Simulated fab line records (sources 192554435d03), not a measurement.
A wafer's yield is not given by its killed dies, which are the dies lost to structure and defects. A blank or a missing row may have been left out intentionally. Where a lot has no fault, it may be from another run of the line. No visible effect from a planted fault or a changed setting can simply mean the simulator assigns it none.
2 desks, one fault -- flow n5Finfet -- what lay behind the numbers comes last; until then each desk has only its own

## DESK OF THE TOOL OWNER: lithoTrack-05
The tool's own readings at N5_BEOL_M12_COAT_65 (time 60 s, resist thk 300 nm): means of the sampled wafers that have a number, for each lot that ran on this tool. If a lot's mean is further than 4 standard deviations from the usual mean, the lot is out of limits and carries the mark OUT (the distance appears in the brackets).
Columns: A = spinSpeedRpm at N5_BEOL_M12_COAT_65, usual 1500.1 rpm
lot,first seen here,A
L743,day 10 11:45,1500.5
L744,day 10 23:38,1500.4
L752,day 12 23:22,1455.9 (-46) OUT
L754,day 13 04:41,1456.1 (-46) OUT
This desk's finding: out of limits on L752, L754; first on L752, day 12 23:22 (spinSpeedRpm at N5_BEOL_M12_COAT_65). In limits: L743, L744.

## THE METROLOGY DESK
What the gauges read, lot by lot, whatever tool the lot ran on: means of the sampled wafers that have a number. If a lot's mean is further than 4 standard deviations from the usual mean, the lot is out of limits and carries the mark OUT (the distance appears in the brackets).
Columns: A = M11_RS at N5_BEOL_M11_RS_MEAS_57, usual 0.1500 ohm/sq
lot,first seen here,A
L743,day 10 10:35,0.1517
L745,day 10 19:57,0.1538
L744,day 10 22:22,0.1499
L752,day 12 22:15,0.1491
L754,day 13 03:25,0.1491
L757,day 14 12:30,0.1489
L760,day 14 22:45,0.1514
L761,day 15 01:14,0.1515
L765,day 16 14:25,0.1523
L764,day 16 16:46,0.1513
L766,day 16 22:40,0.1510
This desk's finding: nothing out of limits on any of the 11 lots.

## PUT TOGETHER
On L752, L754, at day 12 23:22, an alarm was possible from the tool owner's desk.
From the metrology desk's view, nothing was out of limits.
The metrology desk holds a record of L752, L754, inside its limits.
N5_BEOL_M12_COAT_65 was run on lithoTrack-05 by each of the lots named.

## WHAT THE SIMULATOR PUT IN
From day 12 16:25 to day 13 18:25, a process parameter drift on lithoTrack-05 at N5_BEOL_M12_COAT_65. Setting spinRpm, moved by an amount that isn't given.
Lots struck among those shown: L752, L754.
Time in hours from fault onset to the first out-of-limits reading at each desk: the tool owner's desk, 7.
